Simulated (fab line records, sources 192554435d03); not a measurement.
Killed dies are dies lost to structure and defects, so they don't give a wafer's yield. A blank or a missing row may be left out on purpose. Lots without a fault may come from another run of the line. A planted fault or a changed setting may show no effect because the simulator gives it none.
fab line records | flow n5_finfet
record lots=9 wafers=26 last_day=19
route steps=1938 shown BEOL_M4@1111 PASS1_CAP@1874 PAD_METAL@1894 PASSIVATION@1929
lots that met no fault: from a run of the same line without faults
start_h: hours from the record's first day to the start of the lot's first wafer shown | wait_h: hours since the lot's step before | " the same as in the row above | L1.1+2: a row that stands for several wafers | - no value, or no start given | * or withheld: withheld | < > ~ a bound
route shown NAME@n: a module of which the file shows steps, and the number in the route of the first | usual: mean/standard deviation of fault-free wafers | same: alike in all rows | chamber/n: place in a boat | sites: the reading at each site | _std_site: their standard deviation | _edge_site: outer sites' mean less inner sites' | radius_mm: how far each site lies from the wafer's centre | mask NAME#n: copy n | behind: the tool/chamber that last shaped the wafer | hold: why the lot was held/for how many hours/how that ended | device: the transistor (n, p or np) that didn't switch | end of line: the same wafers' tests at the end of the route | a step without rows: its recipe alone | killed: dies lost to structure and defects at the first sort, not the wafer's yield | map: a wafer's dies, x killed, . not, _ none there
set.NAME: the setting as run; set.NAME@STEP: as run at that earlier step | model.NAME: the simulator's own value behind a step, which no gauge read
steps of the route over a sample of lots; a table a step, a row a wafer
services: from which hour (start_h, from the record's first day; less than 0 if before it) a tool's chamber was out of use, for how many hours, and why
## steps
# step N5_BEOL_M4_RC_MEAS_101
# usual DIBL_N=36.5/1.9 DIBL_P=36.4/2.2 IOFF_N=0.17/0.034 IOFF_P=0.21/0.036 ION_N=678/12 ION_P=462/7.1 SS_N=71.7/0.61 SS_P=73.4/0.71 VT_N=249/3.5 VT_P=-251/3
# columns lot.wafer tool chamber start_h wait_h DIBL_N[mV/V] DIBL_P[mV/V] IOFF_N[nA/um] IOFF_P[nA/um] ION_N[uA/um] ION_P[uA/um] SS_N[mV/dec] SS_P[mV/dec] VT_N[mV] VT_P[mV]
L401.1 prober-02 0 209.41 0.0 38.1 38.5 0.20 0.25 687 464 71.9 73.6 246 -249
L401.4 " 0 " " 35.4 33.8 0.14 0.18 670 456 71.4 72.7 251 -252
L401.6 " 0 " " 39.0 39.9 0.22 0.28 688 473 72.3 74.6 245 -248
L402.2 prober-01 0 213.71 0.2 38.0 36.3 0.18 0.21 679 458 71.9 73.6 250 -251
L402.5 " 0 " " 38.1 36.2 0.17 0.19 669 453 72.0 73.5 252 -255
L402.6 " 0 " " 36.9 36.1 0.16 0.21 676 461 71.0 73.4 248 -249
L403.1 prober-02 0 238.07 0.0 34.9 34.9 0.15 0.20 681 470 71.3 73.2 247 -250
L403.3 " 0 " " 35.3 33.9 0.15 0.19 666 458 71.8 72.7 249 -248
L403.6 " 0 " " 34.3 33.7 0.14 0.19 667 469 71.0 72.7 250 -253
L407.1 prober-02 0 274.55 0.0 35.0 34.6 0.12 0.17 667 456 71.5 72.6 256 -254
L407.4 " 0 " " 35.8 35.2 0.13 0.18 664 452 71.1 72.2 254 -252
L408.1 prober-01 0 276.51 0.0 38.7 36.9 0.17 0.20 686 460 71.9 73.5 248 -252
L408.2 " 0 " " 37.4 35.4 0.15 0.18 657 455 71.2 73.8 254 -254
L408.4 " 0 " " 39.8 39.0 0.20 0.24 690 466 72.5 74.3 249 -252
L409.1 prober-01 0 289.49 0.0 37.5 36.2 0.16 0.18 668 446 72.7 73.4 253 -259
L409.5 " 0 " " 38.6 39.0 0.19 0.22 682 451 71.7 73.4 247 -252
L409.6 " 0 " " 37.2 37.2 0.16 0.19 672 452 72.5 73.2 254 -253
L415.2 prober-01 0 298.12 0.2 36.8 38.1 0.18 0.22 676 468 71.6 73.6 248 -252
L415.3 " 0 " " 35.3 37.1 0.16 0.19 673 456 72.2 72.8 251 -254
L415.5 " 0 " " 35.3 37.4 0.17 0.20 689 470 72.2 72.9 249 -252
L417.1 prober-01 0 308.03 0.2 37.5 38.5 0.20 0.21 690 465 73.0 74.2 247 -251
L417.3 " 0 " " 36.0 37.6 0.16 0.18 665 449 71.5 73.1 250 -254
L417.5 " 0 " " 35.6 37.0 0.16 0.19 686 466 71.1 73.4 248 -256
L419.1 prober-01 0 347.71 0.0 36.4 35.3 0.16 0.21 669 459 71.8 73.7 250 -250
L419.3 " 0 " " 34.1 32.6 0.13 0.17 673 464 71.4 72.4 253 -253
L419.5 " 0 " " 34.1 32.6 0.13 0.18 676 466 71.1 73.0 251 -252
# step N5_PASSIVATION_PECVD_01
# recipe material=SiNx target_thk_a=2000 temp_c=400 precursor=SiH4/NH3/N2 pressure_torr=4.9 rf_w=1406 time_s=43.2
# usual heater_power_outer_w=188/50 heater_power_w=409/90 showerhead_plenum_p_Torr=8.63/0.087 throttle_valve_pct=28.5/0.82
# columns lot.wafer tool chamber start_h wait_h heater_power_outer_w heater_power_w showerhead_plenum_p_Torr throttle_valve_pct
L402.2 pecvd-03 2 309.94 0.0 218 484 8.51 28.4
L402.5 " 2 " " 119 361 8.49 28.1
L402.6 " 1 " " 240 523 8.67 28.7
L401.1 pecvd-03 0 331.85 0.0 172 326 8.63 28.6
L401.4 " 0 " " 181 330 8.59 28.3
L401.6 " 2 " " 154 405 8.51 28.7
L403.1 pecvd-01 0 335.52 0.0 235 465 8.81 26.6
L403.3 " 1 " " 112 300 8.63 29.9
L403.6 " 2 " " 117 261 8.57 28.5
L408.1 pecvd-02 2 368.31 0.0 202 444 8.74 28.4
L408.2 " 0 " " 193 458 8.65 29.3
L408.4 " 2 " " 219 466 8.73 28.5
L407.1 pecvd-03 1 382.51 0.0 240 526 8.67 28.6
L407.4 " 2 " " 180 430 8.50 28.7
L409.1 pecvd-01 2 402.10 0.0 120 274 8.59 29.0
L409.5 " 2 " " 129 286 8.61 28.7
L409.6 " 0 " " 201 408 8.80 26.5
L415.2 pecvd-03 2 402.26 0.0 108 339 8.48 28.9
L415.3 " 0 " " 190 349 8.60 28.4
L415.5 " 1 " " 264 542 8.67 28.7
L417.1 pecvd-01 1 425.66 0.0 134 327 8.62 29.8
L417.3 " 2 " " 155 314 8.63 28.8
L417.5 " 2 " " 158 311 8.60 28.8
L419.1 pecvd-02 0 456.95 0.0 201 453 8.68 28.9
L419.3 " 2 " " 292 549 8.73 28.9
L419.5 " 1 " " 173 345 8.67 26.5
# step N5_PASSIVATION_PRE_CLEAN_19
# recipe gas=H2/He time_s=* temp_c=*
# usual heater_power_w=454/41
# columns lot.wafer tool chamber start_h wait_h heater_power_w
L402.2 pvd_sputter-03 - 314.13 0.0 409
L402.5 " - " " 491
L402.6 " - " " 409
L401.1 pvd_sputter-01 - 333.36 0.0 389
L401.4 " - " " 468
L401.6 " - " " 478
L403.1 pvd_sputter-02 - 338.93 0.0 434
L403.3 " - " " 433
L403.6 " - " " 521
L408.1 pvd_sputter-03 - 370.91 0.0 496
L408.2 " - " " 491
L408.4 " - " " 409
L407.1 pvd_sputter-01 - 384.98 0.0 459
L407.4 " - " " 395
L409.1 pvd_sputter-03 - 403.41 0.0 496
L409.5 " - " " 499
L409.6 " - " " 494
L415.2 pvd_sputter-02 - 403.53 0.0 452
L415.3 " - " " 508
L415.5 " - " " 437
L417.1 pvd_sputter-01 - 429.64 0.0 461
L417.3 " - " " 391
L417.5 " - " " 426
L419.1 pvd_sputter-01 - 459.04 0.0 379
L419.3 " - " " 487
L419.5 " - " " 423
# step N5_PASSIVATION_PASS_ETCH_47
# recipe chemistry=CF4/O2 target=SiNx target_depth_a=7700 time_s=385 ion_energy_ev=100 pressure_mtorr=40 source_w=535 bias_w=49 Ar_flow_sccm=100 cf4_flow_sccm=100 O2_flow_sccm=10
# usual drypump_motor_current_A=5.5/0.39 oes_f_703_au=0.79/0.056 oes_product_au=0.79/0.047 rf_fwd_power_W=534.1/1.8 rf_vpp_V=240/3.8 showerhead_plenum_p_Torr=2.21/0.08 throttle_valve_pct=15.86/0.17
# columns lot.wafer tool chamber start_h wait_h drypump_motor_current_A oes_f_703_au oes_product_au rf_fwd_power_W rf_hours_counter_h rf_vpp_V showerhead_plenum_p_Torr throttle_valve_pct
L402.2 rie_diel-03 3 317.00 0.0 5.5 0.74 0.75 532.5 130 235 2.30 15.81
L402.5 " 0 " " 5.3 0.72 0.74 536.0 - 250 2.11 15.95
L402.6 " 1 " " 5.3 0.86 0.83 537.2 - 239 2.32 15.52
L401.1 rie_diel-01 1 336.45 0.0 5.2 0.82 0.82 534.8 56 240 2.24 15.74
L401.4 " 3 " " 4.9 0.83 0.82 534.6 87 239 2.23 15.77
L401.6 " 0 " " 5.5 0.78 0.81 529.8 - 243 2.15 15.85
L403.1 rie_diel-03 2 341.89 0.0 5.6 0.73 0.72 535.4 175 235 2.10 16.02
L403.3 " 1 " " 5.3 0.85 0.82 537.0 90 240 2.32 15.55
L403.6 " 3 " " 5.5 0.73 0.74 531.8 - 237 2.30 15.83
L408.1 rie_diel-01 2 373.53 0.0 6.0 0.88 0.87 535.1 50 234 2.33 15.81
L408.2 " 0 " " 5.5 0.77 0.80 536.2 83 244 2.15 15.87
L408.4 " 3 " " 5.0 0.81 0.82 534.7 100 237 2.22 15.77
L407.1 rie_diel-01 1 387.58 0.0 5.2 0.80 0.81 533.2 74 240 2.24 15.77
L407.4 " 0 " " 5.5 0.77 0.79 532.8 - 244 2.15 15.87
L409.1 rie_diel-01 3 406.01 0.0 4.9 0.59 0.76 405.0 108 275 2.22 15.77
L409.5 " 1 " " 5.2 0.57 0.76 405.4 - 278 2.23 15.79
L409.6 " 0 " " 5.4 0.54 0.75 405.2 - 282 2.15 15.89
L415.2 rie_diel-01 3 406.60 0.0 4.9 0.59 0.77 405.4 108 276 2.22 15.77
L415.3 " 1 " " 5.2 0.57 0.76 404.0 83 277 2.23 15.79
L415.5 " 3 " " 4.9 0.59 0.77 405.9 - 277 2.22 15.79
L417.1 rie_diel-04 0 432.96 0.0 5.1 0.82 0.81 532.6 70 240 2.15 15.90
L417.3 " 2 " " 5.4 0.72 0.74 533.6 168 240 2.20 15.71
L417.5 " 1 " " 6.5 0.77 0.77 535.6 - 242 2.14 16.26
L419.1 rie_diel-04 2 462.06 0.0 5.4 0.71 0.73 534.0 180 240 2.19 15.71
L419.3 " 0 " " 5.1 0.81 0.80 537.3 80 239 2.14 15.92
L419.5 " 0 " " 5.1 0.81 0.80 535.5 - 237 2.14 15.91
# step N5_PASSIVATION_ETCH_54
# recipe chemistry=CHF3/O2 target=SiO2 target_depth_a=8800 CHF3_flow_sccm=50 O2_flow_sccm=5 Ar_flow_sccm=200 time_s=440 mask_material=PR pressure_mtorr=30 source_w=650 bias_w=170 ion_energy_ev=200
# usual drypump_motor_current_A=5.5/0.39 oes_f_703_au=0.79/0.055 oes_product_au=0.79/0.046 rf_fwd_power_W=649.2/1.9 rf_vpp_V=522/7.8 showerhead_plenum_p_Torr=2.42/0.087 throttle_valve_pct=18.80/0.17
# columns lot.wafer tool chamber start_h wait_h drypump_motor_current_A oes_f_703_au oes_product_au rf_fwd_power_W rf_hours_counter_h rf_vpp_V showerhead_plenum_p_Torr throttle_valve_pct
L402.2 rie_diel-03 3 317.22 0.1 5.5 0.75 0.76 647.2 131 514 2.50 18.64
L402.5 " 0 " " 5.4 0.73 0.73 650.8 - 540 2.31 18.84
L402.6 " 1 " " 5.3 0.85 0.84 650.7 - 524 2.55 18.58
L401.1 rie_diel-01 1 336.68 0.1 5.2 0.82 0.83 650.6 56 523 2.45 18.65
L401.4 " 3 " " 5.0 0.82 0.82 649.7 87 518 2.44 18.67
L401.6 " 0 " " 5.5 0.78 0.80 644.2 - 528 2.36 18.82
L403.1 rie_diel-03 2 342.12 0.1 5.6 0.72 0.72 645.4 175 513 2.30 19.00
L403.3 " 1 " " 5.3 0.84 0.81 649.1 90 523 2.55 18.58
L403.6 " 3 " " 5.5 0.74 0.75 648.9 - 512 2.50 18.64
L408.1 rie_diel-01 2 373.76 0.1 5.9 0.88 0.87 649.4 50 514 2.55 18.78
L408.2 " 0 " " 5.5 0.77 0.79 647.7 83 530 2.35 18.84
L408.4 " 3 " " 4.9 0.82 0.81 650.3 101 519 2.43 18.70
L407.1 rie_diel-01 1 387.81 0.1 5.2 0.80 0.81 649.5 75 523 2.44 18.68
L407.4 " 0 " " 5.5 0.77 0.78 648.8 - 529 2.35 18.85
L409.1 rie_diel-01 3 406.23 0.1 4.9 0.81 0.63 648.1 108 520 2.43 18.68
L409.5 " 1 " " 5.3 0.80 0.63 647.8 - 521 2.44 18.67
L409.6 " 0 " " 5.5 0.76 0.61 649.7 - 530 2.35 18.84
L415.2 rie_diel-01 3 406.83 0.1 4.9 0.81 0.64 646.8 108 519 2.43 18.70
L415.3 " 1 " " 5.3 0.80 0.63 645.1 83 521 2.44 18.66
L415.5 " 3 " " 4.9 0.81 0.63 649.2 - 517 2.43 18.69
L417.1 rie_diel-04 0 433.19 0.1 5.1 0.82 0.80 647.5 70 522 2.35 18.90
L417.3 " 2 " " 5.5 0.72 0.74 646.9 168 521 2.41 18.64
L417.5 " 1 " " 6.5 0.77 0.78 649.1 - 529 2.33 19.20
L419.1 rie_diel-04 2 462.29 0.1 5.5 0.70 0.73 646.1 180 521 2.40 18.69
L419.3 " 0 " " 5.1 0.82 0.79 652.4 80 522 2.35 18.91
L419.5 " 0 " " 5.1 0.81 0.79 651.9 - 522 2.35 18.91
# step N5_PASSIVATION_STRIP_48
# recipe chemistry=O2 power_w=600 temp_c=60 pressure_mtorr=30 rf_frequency_hz=6e+07 bias_power_w=0 overash_fraction=0.5 o2_flow_sccm=225
# usual drypump_motor_current_A=5.5/0.39 oes_product_au=0.79/0.05 rf_vpp_V=4.0/2.7 showerhead_plenum_p_Torr=2.10/0.08 throttle_valve_pct=16.65/0.16
# columns lot.wafer tool chamber start_h wait_h drypump_motor_current_A oes_product_au rf_hours_counter_h rf_vpp_V showerhead_plenum_p_Torr throttle_valve_pct
L402.2 rie_diel-03 3 317.51 0.1 5.5 0.76 131 6.1 2.19 16.63
L402.5 " 0 " " 5.4 0.76 - 3.8 2.02 16.79
L402.6 " 1 " " 5.3 0.83 - 6.4 2.24 16.44
L401.1 rie_diel-01 1 336.97 0.1 5.3 0.83 56 2.7 2.13 16.52
L401.4 " 3 " " 4.9 0.84 87 2.5 2.12 16.56
L401.6 " 0 " " 5.5 0.83 - 6.6 2.04 16.57
L403.1 rie_diel-03 2 342.41 0.1 5.6 0.71 176 4.9 2.00 16.85
L403.3 " 1 " " 5.3 0.81 90 4.8 2.23 16.40
L403.6 " 3 " " 5.4 0.74 - 8.8 2.19 16.61
L408.1 rie_diel-01 2 374.05 0.1 5.9 0.89 50 3.5 2.21 16.55
L408.2 " 0 " " 5.5 0.80 84 1.9 2.03 16.53
L408.4 " 3 " " 5.0 0.82 101 7.7 2.12 16.57
L407.1 rie_diel-01 1 388.10 0.1 5.2 0.84 75 2.4 2.12 16.51
L407.4 " 0 " " 5.5 0.80 - 8.7 2.03 16.57
L409.1 rie_diel-01 3 406.52 0.1 4.9 0.82 108 1.2 2.11 16.55
L409.5 " 1 " " 5.3 0.80 - 6.2 2.12 16.49
L409.6 " 0 " " 5.4 0.78 - 3.8 2.02 16.60
L415.2 rie_diel-01 3 407.12 0.1 5.0 0.81 109 2.6 2.12 16.58
L415.3 " 1 " " 5.2 0.81 83 4.6 2.12 16.62
L415.5 " 3 " " 5.0 0.80 - 5.2 2.11 16.68
L417.1 rie_diel-04 0 433.48 0.1 5.1 0.81 70 1.0 2.05 16.81
L417.3 " 2 " " 5.4 0.72 168 12.6 2.08 16.52
L417.5 " 1 " " 6.5 0.80 - 3.5 2.01 17.05
L419.1 rie_diel-04 2 462.57 0.1 5.4 0.73 180 1.8 2.08 16.42
L419.3 " 0 " " 5.1 0.77 80 7.8 2.05 16.82
L419.5 " 0 " " 5.1 0.80 - 6.0 2.05 16.87
# step N5_PASSIVATION_PROBE_49
# usual defect_limited_yield=91.0/1.5 killed_at_M0_to_M3=35/11 killed_at_M4_up=13/5 killed_at_contacts=12/5.9 killed_at_front_end=42/13 killed_at_other=3/3.2 killed_dies=106/18 killed_on_rim=14/4.2 killed_open=69/13 killed_short=35/8.9 sort_bin_5_function=5.2/0.95 sort_bin_6_memory=3.3/0.71 sort_n_pass=1074/18 sort_yield_pct=91.0/1.5
# same gross_dies=1180 killed_at_back_side=0 sort_bin_4_leakage[%]=0 sort_bin_8_speed[%]=0
# columns lot.wafer tool chamber start_h wait_h defect_limited_yield[%] killed_at_M0_to_M3 killed_at_M4_up killed_at_contacts killed_at_front_end killed_at_other killed_dies killed_on_rim killed_open killed_short sort_bin_5_function[%] sort_bin_6_memory[%] sort_n_pass sort_yield_pct[%]
L409.1 prober-01 - 409.01 0.0 2.5 36 9 17 39 1049 1150 152 73 32 93.6 3.7 30 2.5
L409.5 prober-01 - 409.21 0.2 3.1 26 11 14 71 1021 1143 147 91 30 92.5 4.2 37 3.1
L409.6 prober-01 - 409.26 0.3 0 27 10 4 45 1094 1180 152 62 24 96.6 2.9 0 0
L415.2 prober-02 - 409.66 0.1 2.2 56 13 14 49 1022 1154 152 79 52 92.7 4.7 26 2.2
L415.3 prober-02 - 409.71 0.1 3.0 49 12 11 49 1024 1145 148 74 49 93.5 3.0 35 3.0
L415.5 prober-02 - 409.81 0.2 4.0 52 14 14 55 998 1133 152 85 48 90.9 4.8 47 4.0
# killed by level:class
L409.1 PASSIVATION:area_etch=1045 MOL_CONTACT_COAG:geometric_particle:open=12 FIN_SAQP:geometric_particle:open=11 BEOL_M0_SAQP:geometric_particle:short=10 DUMMY_GATE:geometric_particle:open=9 FIN_SAQP:geometric_particle:short=6 BEOL_M0_SAQP:geometric_particle:open=6 BEOL_M1:geometric_particle:open=6
L409.5 PASSIVATION:area_etch=1019 FIN_SAQP:geometric_particle:open=26 MOL_CONTACT_COAG:geometric_particle:open=13 FIN_SAQP:geometric_particle:short=9 STI_FIN_REVEAL:geometric_particle:open=9 DUMMY_GATE:geometric_particle:open=8 BEOL_M0_SAQP:geometric_particle:open=8 GATE_CUT:geometric_particle:short=5
L409.6 PASSIVATION:area_etch=1093 FIN_SAQP:geometric_particle:open=12 DUMMY_GATE:geometric_particle:open=8 BEOL_M2:geometric_particle:open=8 BEOL_M4:geometric_particle:open=5 BEOL_M0_SAQP:geometric_particle:short=5 STARTING-WAFER:geometric_particle:short=4 MOL_CONTACT_COAG:geometric_particle:open=4
L415.2 PASSIVATION:area_etch=1021 BEOL_M0_SAQP:geometric_particle:short=19 STI_FIN_REVEAL:geometric_particle:open=14 BEOL_M0_SAQP:geometric_particle:open=14 MOL_CONTACT_COAG:geometric_particle:open=11 FIN_SAQP:geometric_particle:short=10 BEOL_M1:geometric_particle:open=6 FIN_SAQP:geometric_particle:open=5
L415.3 PASSIVATION:area_etch=1022 FIN_SAQP:geometric_particle:open=16 BEOL_M0_SAQP:geometric_particle:short=15 FIN_SAQP:geometric_particle:short=11 MOL_CONTACT_COAG:geometric_particle:open=9 BEOL_M0_SAQP:geometric_particle:open=8 BEOL_M2:geometric_particle:short=8 BEOL_M2:geometric_particle:open=6
L415.5 PASSIVATION:area_etch=997 BEOL_M0_SAQP:geometric_particle:open=16 STI_FIN_REVEAL:geometric_particle:open=14 FIN_SAQP:geometric_particle:short=12 MOL_CONTACT_COAG:geometric_particle:open=10 FIN_SAQP:geometric_particle:open=8 BEOL_M0_SAQP:geometric_particle:short=8 BEOL_M4:geometric_particle:open=7
## services
# columns tool chamber start_h hours kind
rie_diel-01 1 287.24 4.2 repair
pecvd-02 - 299.94 5.5 pm
pecvd-03 0 300.65 12.7 repair
rie_diel-03 3 307.29 5.7 repair
pecvd-01 0 310.77 1.8 repair
pecvd-02 - 323.14 0.7 repair
rie_diel-04 2 323.48 19.8 repair
pecvd-01 - 326.53 0.5 repair
pecvd-01 - 330.65 0.3 repair
pecvd-01 - 332.47 1.4 repair
pecvd-03 0 338.57 5.5 scheduled_down
rie_diel-03 1 365.16 4.2 repair
rie_diel-01 - 366.85 0.9 repair
rie_diel-03 2 375.72 4.9 repair
rie_diel-04 - 381.01 2.8 pm
pecvd-03 0 383.19 5.0 scheduled_down
pecvd-01 2 383.35 2.1 scheduled_down
pecvd-02 1 383.62 - clean
pecvd-02 1 383.62 - consumable_replace:showerhead
pecvd-01 2 386.49 5.5 scheduled_down
pecvd-03 1 392.58 5.5 scheduled_down
pecvd-01 1 428.77 2.4 repair
pecvd-01 - 451.13 0.7 repair
pecvd-03 - 452.93 0.9 repair
## key
first_sign step=N5_PASSIVATION_PASS_ETCH_47 reading=rf_fwd_power_W direction=down sigmas=74 usual=* struck=*
effect step=N5_PASSIVATION_PASS_ETCH_47 reading=rf_vpp_V direction=up sigmas=10 usual=240 struck=277
effect step=N5_PASSIVATION_ETCH_54 reading=oes_product_au direction=down sigmas=3.5 usual=0.79 struck=0.63
effect step=N5_PASSIVATION_PROBE_49 reading=killed_at_other direction=up sigmas=99+ usual=3 struck=1035
more_kills_born_at N5_PASSIVATION_PASS_ETCH_47@rie_diel-01=6197
met_at N5_PASSIVATION_PASS_ETCH_47
struck_lots L409,L415
later_rows_left_out L409.1,L409.5,L409.6,L415.2,L415.3,L415.5
not_acting_at N5_PASSIVATION_PECVD_01,N5_PASSIVATION_PRE_CLEAN_19,N5_PASSIVATION_STRIP_48
onset_between 387.58 406.01
fault kind=process_parameter_drift tool=rie_diel-01 chamber=- onset_h=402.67 steps=N5_PASSIVATION_PASS_ETCH_47 channel=source_w offset=-128.4 shape=step end_h=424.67 acts_in=these_recipes_only stated=535
# later_rows_left_out: the simulator's readings of these wafers behind a module that went badly wrong aren't trusted and aren't shown, but for the sort
